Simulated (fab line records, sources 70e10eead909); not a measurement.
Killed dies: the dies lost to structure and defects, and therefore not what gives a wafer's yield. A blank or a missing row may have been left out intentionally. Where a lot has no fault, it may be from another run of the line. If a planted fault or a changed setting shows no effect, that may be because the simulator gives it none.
fab line records	flow nand_harc
record lots=15	wafers=43	last_day=34
route steps=1302 shown P_BONDPAD@374 A_ZERO_WELL@404 A_SOURCE_PLATE@423 A_ONON_D1@424
lots that met no fault: from a run of the same line without faults
start_h: hours from the record's first day to the start of the lot's first wafer shown	wait_h: hours elapsed since this lot's preceding step	" same as the row above	L1.1+2: several wafers, shown together as one row	- no value, or no start was given	* or withheld: withheld	< > ~ a bound
route shown NAME@n: a module of which the file shows steps, and the number in the route of the first	usual: the fault-free wafers' mean and standard deviation	same: alike in all rows	chamber/n: place in a boat	sites: readings site by site	_std_site: the values' standard deviation	_edge_site: mean of outer sites minus mean of inner sites	radius_mm: for every site, how far away it sits from the centre of the wafer	mask NAME#n: copy n	behind: the tool/chamber that last shaped the wafer	hold: what put the lot on hold/how long, in hours/how the hold closed	device: transistor that didn't switch, given as n, p or np	end of line: the route-end tests of the same wafers	for a step that has no rows: nothing shown but its recipe	killed: dies that structure and defects cost at the first sort, which is not the same as the wafer's yield	map: the dies of a wafer, with x for killed, . for not killed, _ for no die there
set.NAME: setting as actually run; set.NAME@STEP: the setting as run at that earlier step	model.NAME: the simulator's own value behind a step, which no gauge read
the route's steps for a sample of lots (tables are steps, rows are wafers)
services: the hour from which a tool's chamber was out of use, counted from the record's first day as start_h (under 0 if before that day), plus the number of hours and why
## steps
# step NHARC_P_BONDPAD_DEGAS_25
# recipe temp_c=300	time_s=60
# usual heater_power_w=465/44
lot.wafer	tool	chamber	start_h	wait_h	heater_power_w
L549.4	pvd_sputter-01	-	139.98	-	449
L549.3	"	-	"	"	415
L549.6	"	-	"	"	462
L550.4	pvd_sputter-01	-	143.45	-	408
L550.2	"	-	"	"	438
L550.1	"	-	"	"	430
L551.1	pvd_sputter-02	-	150.86	-	514
L551.4	"	-	"	"	445
L551.6	"	-	"	"	461
L553.2	pvd_sputter-01	-	181.02	-	437
L553.4	"	-	"	"	425
L553.3	"	-	"	"	444
L554.1	pvd_sputter-02	-	187.97	-	555
L554.5	"	-	"	"	501
L555.4	pvd_sputter-01	-	196.03	-	448
L555.3	"	-	"	"	458
L562.3	pvd_sputter-03	-	283.63	-	360
L562.2	"	-	"	"	440
L562.5	"	-	"	"	427
L563.4	pvd_sputter-01	-	285.30	-	466
L563.2	"	-	"	"	421
L563.5	"	-	"	"	494
L565.4	pvd_sputter-01	-	300.53	-	483
L565.3	"	-	"	"	430
L565.2	"	-	"	"	428
L566.4	pvd_sputter-01	-	308.05	-	446
L566.2	"	-	"	"	404
L566.5	"	-	"	"	446
L567.3	pvd_sputter-03	-	314.43	-	367
L567.1	"	-	"	"	480
L567.6	"	-	"	"	490
L568.1	pvd_sputter-03	-	329.61	-	475
L568.4	"	-	"	"	489
L568.6	"	-	"	"	490
L569.2	pvd_sputter-02	-	334.41	-	552
L569.4	"	-	"	"	520
L569.1	"	-	"	"	474
L570.3	pvd_sputter-02	-	342.72	-	544
L570.1	"	-	"	"	526
L570.5	"	-	"	"	475
L571.2	pvd_sputter-02	-	362.95	-	519
L571.6	"	-	"	"	478
L571.5	"	-	"	"	540
# step NHARC_A_ZERO_WELL_ETCH_19
# recipe target_depth_a=800	overetch_a=240	time_s=87.88	ion_energy_ev=200	n2_flow_sccm=150	h2_flow_sccm=150	ar_flow_sccm=0	rf_w=400	bias_w=150	chemistry=N2/H2
# usual drypump_motor_current_A=6.2/0.53	oes_product_au=1.001/0.0067	rf_vpp_V=429.5/2.1	showerhead_plenum_p_Torr=2.00/0.074	throttle_valve_pct=14.170/0.0095
lot.wafer	tool	chamber	start_h	wait_h	drypump_motor_current_A	oes_product_au	rf_hours_counter_h	rf_vpp_V	showerhead_plenum_p_Torr	throttle_valve_pct
L549.3	rie_diel-06	0	143.19	0.1	5.4	0.996	0	428.8	1.97	14.178
L549.4	"	2	"	"	6.5	0.997	0	426.2	1.91	14.166
L549.6	"	0	"	"	5.4	1.006	-	429.4	1.97	14.177
L550.2	rie_diel-06	3	146.68	0.1	6.6	1.005	0	432.6	2.09	14.161
L550.4	"	0	"	"	5.4	1.000	0	430.2	1.97	14.180
L550.1	"	1	"	"	6.6	1.007	0	428.6	1.99	14.164
L551.1	rie_diel-06	3	154.02	0.1	6.6	0.998	1	433.3	2.09	14.183
L551.4	"	2	"	"	6.5	0.991	0	426.7	1.91	14.170
L551.6	"	0	"	"	5.4	1.006	-	429.5	1.97	14.170
L553.3	rie_diel-09	2	184.18	0.1	5.8	1.006	4	428.3	1.93	14.154
L553.2	"	3	"	"	5.8	1.014	5	432.3	2.18	14.191
L553.4	"	0	"	"	5.6	0.992	5	429.5	1.96	14.172
L554.1	rie_diel-06	3	191.13	0.1	6.6	1.000	1	432.0	2.09	14.167
L554.5	"	3	"	"	6.6	1.010	-	431.7	2.09	14.164
L555.4	rie_diel-06	3	199.19	0.1	6.6	1.007	2	430.6	2.09	14.190
L555.3	"	2	"	"	6.5	1.004	2	427.8	1.91	14.168
L562.2	rie_diel-09	1	286.87	0.1	6.5	1.000	20	429.9	2.00	14.167
L562.3	"	2	"	"	5.8	1.010	17	428.2	1.93	14.159
L562.5	"	0	"	"	5.6	1.018	-	427.8	1.95	14.162
L563.4	rie_diel-06	2	288.45	0.1	6.5	1.000	3	427.7	1.91	14.180
L563.2	"	3	"	"	6.6	1.007	4	432.7	2.09	14.193
L563.5	"	2	"	"	6.5	0.994	-	427.0	1.91	14.175
L565.4	rie_diel-06	3	303.79	0.1	6.6	1.007	4	431.0	2.09	14.171
L565.3	"	0	"	"	5.4	1.004	4	429.3	1.97	14.175
L565.2	"	1	"	"	6.6	1.006	3	429.4	1.99	14.186
L566.2	rie_diel-07	2	312.24	1.1	6.5	0.997	2	430.2	2.06	14.160
L566.4	"	1	"	"	6.1	0.983	2	433.8	2.19	14.170
L566.5	"	3	"	"	5.0	1.001	-	429.6	1.98	14.176
L567.1	rie_diel-06	3	317.49	0.1	6.6	0.996	0	433.6	2.09	14.166
L567.3	"	0	"	"	5.4	1.006	0	429.0	1.97	14.170
L567.6	"	2	"	"	6.5	1.004	-	427.2	1.91	14.160
L568.1	rie_diel-06	2	332.79	0.1	6.5	1.008	1	426.9	1.91	14.159
L568.4	"	3	"	"	6.6	1.010	1	430.9	2.09	14.165
L568.6	"	0	"	"	5.4	1.012	-	427.8	1.97	14.182
L569.1	rie_diel-06	3	337.57	0.1	6.6	1.005	1	432.8	2.09	14.169
L569.2	"	0	"	"	5.4	0.989	1	427.6	1.97	14.168
L569.4	"	2	"	"	6.5	0.997	1	427.2	1.91	14.167
L570.3	rie_diel-06	2	345.90	0.1	6.5	1.003	2	428.2	1.91	14.167
L570.1	"	3	"	"	6.6	1.006	2	431.7	2.09	14.164
L570.5	"	1	"	"	6.6	1.001	-	429.8	1.99	14.172
L571.2	rie_diel-06	0	365.99	0.1	5.4	1.002	2	428.0	1.97	14.169
L571.5	"	2	"	"	6.5	0.995	-	426.6	1.91	14.174
L571.6	"	3	"	"	6.6	0.999	-	431.7	2.09	14.170
# step NHARC_A_SOURCE_PLATE_INSPECT_08
# usual raw_defect_count=62/24
lot.wafer	tool	chamber	start_h	wait_h	raw_defect_count
L550.1	defect_inspect-02	-	166.14	0.0	25
L550.2	"	-	"	"	59
L550.4	"	-	"	"	53
L549.3	defect_inspect-01	-	166.14	0.0	93
L549.4	"	-	"	"	82
L549.6	"	-	"	"	72
L551.1	defect_inspect-01	-	176.29	0.0	43
L551.4	"	-	"	"	67
L551.6	"	-	"	"	40
L553.2	defect_inspect-02	-	205.87	0.0	59
L553.3	"	-	"	"	42
L553.4	"	-	"	"	51
L554.1	defect_inspect-01	-	215.38	0.0	32
L554.5	"	-	"	"	56
L555.3	defect_inspect-01	-	224.23	0.0	45
L555.4	"	-	"	"	57
L563.2	defect_inspect-01	-	309.57	0.0	31
L563.4	"	-	"	"	30
L563.5	"	-	"	"	30
L562.2	defect_inspect-02	-	309.57	0.0	29
L562.3	"	-	"	"	69
L562.5	"	-	"	"	41
L565.2	defect_inspect-02	-	327.02	0.0	61
L565.3	"	-	"	"	90
L565.4	"	-	"	"	52
L566.2	defect_inspect-02	-	333.60	0.0	107
L566.4	"	-	"	"	55
L566.5	"	-	"	"	129
L567.1	defect_inspect-02	-	344.07	0.0	80
L567.3	"	-	"	"	52
L567.6	"	-	"	"	76
L568.1	defect_inspect-02	-	357.97	0.0	47
L568.4	"	-	"	"	49
L568.6	"	-	"	"	48
L569.1	defect_inspect-01	-	357.99	0.0	32
L569.2	"	-	"	"	42
L569.4	"	-	"	"	63
L570.1	defect_inspect-01	-	370.17	0.0	78
L570.3	"	-	"	"	63
L570.5	"	-	"	"	115
L571.2	defect_inspect-02	-	388.96	0.0	46
L571.5	"	-	"	"	73
L571.6	"	-	"	"	109
# step NHARC_A_ONON_D1_DEP_00
# recipe target_thk_a=10000	n2_flow_sccm=2750	n2o_flow_sccm=2000	nh3_flow_sccm=500	sih4_flow_sccm=210	temp_c=400
# usual sih4_flow_sccm=210.0/0.56
lot.wafer	tool	chamber	start_h	wait_h	sih4_flow_sccm
L550.1	pecvd_onon-04	0	166.21	0.1	210.8
L550.2	"	0	"	"	210.3
L550.4	"	0	"	"	210.3
L549.3	pecvd_onon-02	0	166.32	0.2	210.5
L549.4	"	0	"	"	209.7
L549.6	"	0	"	"	209.4
L551.1	pecvd_onon-01	0	176.36	0.1	210.1
L551.4	"	0	"	"	209.9
L551.6	"	0	"	"	210.5
L553.2	pecvd_onon-01	0	206.00	0.1	210.0
L553.3	"	0	"	"	210.2
L553.4	"	0	"	"	209.9
L554.1	pecvd_onon-01	0	215.45	0.1	209.9
L554.5	"	0	"	"	210.5
L555.3	pecvd_onon-01	0	224.41	0.2	210.6
L555.4	"	0	"	"	209.6
L563.2	pecvd_onon-01	0	309.69	0.1	208.7
L563.4	"	0	"	"	209.7
L563.5	"	0	"	"	209.4
L562.2	pecvd_onon-04	0	309.70	0.1	210.8
L562.3	"	0	"	"	210.3
L562.5	"	0	"	"	209.3
L565.2	pecvd_onon-01	0	327.14	0.1	211.4
L565.3	"	0	"	"	210.7
L565.4	"	0	"	"	209.9
L566.2	pecvd_onon-01	0	333.72	0.1	210.4
L566.4	"	0	"	"	210.3
L566.5	"	0	"	"	210.0
L567.1	pecvd_onon-01	0	344.13	0.1	210.1
L567.3	"	0	"	"	208.6
L567.6	"	0	"	"	210.2
L568.1	pecvd_onon-01	0	358.03	0.1	209.8
L568.4	"	0	"	"	209.6
L568.6	"	0	"	"	210.4
L569.1	pecvd_onon-04	0	358.05	0.1	210.0
L569.2	"	0	"	"	209.2
L569.4	"	0	"	"	209.8
L570.1	pecvd_onon-01	0	370.23	0.1	210.7
L570.3	"	0	"	"	210.7
L570.5	"	0	"	"	209.4
L571.2	pecvd_onon-01	0	389.09	0.1	210.3
L571.5	"	0	"	"	211.2
L571.6	"	0	"	"	210.5
# step NHARC_A_ONON_D1_THK_MEAS_02
# recipe thk_meas_gauge=ellipsometry
# usual thk_nm=998/13
lot.wafer	tool	chamber	start_h	wait_h	thk_nm
L550.1	film_metro-01	-	166.72	-	1001
L550.2	"	-	"	"	1001
L550.4	"	-	"	"	998
L549.3	film_metro-02	-	166.72	-	1006
L549.4	"	-	"	"	1009
L549.6	"	-	"	"	1010
L551.1	film_metro-02	-	176.87	-	994
L551.4	"	-	"	"	996
L551.6	"	-	"	"	995
L553.2	film_metro-02	-	206.45	-	996
L553.3	"	-	"	"	997
L553.4	"	-	"	"	869
L554.1	film_metro-02	-	215.96	-	1002
L554.5	"	-	"	"	878
L555.3	film_metro-02	-	224.81	-	1021
L555.4	"	-	"	"	896
L563.2	film_metro-02	-	310.14	-	991
L563.4	"	-	"	"	992
L563.5	"	-	"	"	991
L562.2	film_metro-01	-	310.15	-	976
L562.3	"	-	"	"	976
L562.5	"	-	"	"	974
L565.2	film_metro-01	-	327.59	-	999
L565.3	"	-	"	"	1001
L565.4	"	-	"	"	1000
L566.2	film_metro-02	-	334.17	-	998
L566.4	"	-	"	"	998
L566.5	"	-	"	"	999
L567.1	film_metro-02	-	344.65	-	974
L567.3	"	-	"	"	972
L567.6	"	-	"	"	970
L568.1	film_metro-02	-	358.54	-	1005
L568.4	"	-	"	"	1005
L568.6	"	-	"	"	1004
L569.1	film_metro-01	-	358.57	-	997
L569.2	"	-	"	"	997
L569.4	"	-	"	"	999
L570.1	film_metro-01	-	370.75	-	998
L570.3	"	-	"	"	996
L570.5	"	-	"	"	995
L571.2	film_metro-02	-	389.55	-	1006
L571.5	"	-	"	"	1004
L571.6	"	-	"	"	1004
## services
tool	chamber	start_h	hours	kind
rie_diel-07	-	119.37	9.0	pm
pvd_sputter-01	-	121.61	4.5	repair
pecvd_onon-04	-	130.00	13.0	pm
rie_diel-06	-	130.20	9.0	pm
rie_diel-07	2	135.11	1.5	repair
rie_diel-09	-	143.10	9.0	pm
pvd_sputter-02	-	155.73	2.6	repair
rie_diel-09	2	156.57	4.2	repair
pvd_sputter-03	-	161.99	6.5	repair
rie_diel-09	1	170.67	3.4	repair
pvd_sputter-03	-	180.44	10.0	pm
pvd_sputter-02	-	217.49	0.7	repair
pecvd_onon-01	-	217.97	4.4	repair
pvd_sputter-01	-	226.02	10.0	pm
pecvd_onon-04	-	235.01	6.0	repair
rie_diel-06	2	241.08	2.8	repair
pecvd_onon-01	-	269.95	13.0	pm
rie_diel-09	3	270.26	3.6	repair
pvd_sputter-02	-	282.00	10.0	pm
rie_diel-06	-	307.20	9.0	pm
pecvd_onon-04	-	311.12	13.0	pm
rie_diel-09	-	320.10	9.0	pm
pvd_sputter-03	-	348.46	1.8	repair
pvd_sputter-03	-	358.44	10.0	pm
## key
first_sign step=NHARC_A_ONON_D1_THK_MEAS_02	reading=thk_nm	direction=down	sigmas=9.3	usual=998	struck=881
effect none on later readings
met_at NHARC_A_ONON_D1_DEP_00
struck_lots L553,L554,L555
struck_wafers L553.4,L554.5,L555.4
later_rows_left_out L553.4,L554.5,L555.4
sort_left_out L553.4,L554.5,L555.4
tester_left_out L553,L554,L555
not_acting_at NHARC_P_BONDPAD_DEGAS_25,NHARC_A_ZERO_WELL_ETCH_19,NHARC_A_SOURCE_PLATE_INSPECT_08
onset_between 176.36 206.00
fault kind=process_parameter_drift	tool=pecvd_onon-01	chamber=-	onset_h=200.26	steps=NHARC_A_ONON_D1_DEP_00	channel=target_thk_a	offset=*	shape=step	end_h=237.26	scope=struck_wafers_only	acts_in=*	stated=*
# tester_left_out: of these lots the tester's yield and bins aren't shown, on N5 and GAA mostly nor the transistor test; their killed dies are dies lost to structure and defects alone, not to doping, threshold or leakage, so they don't give the yield
# sort_left_out: the simulated sort isn't trusted on such a fault, so these wafers' sort isn't shown, and their yield isn't known
# later_rows_left_out: the simulator's readings of these wafers behind a module that went badly wrong aren't trusted and aren't shown, but for the sort
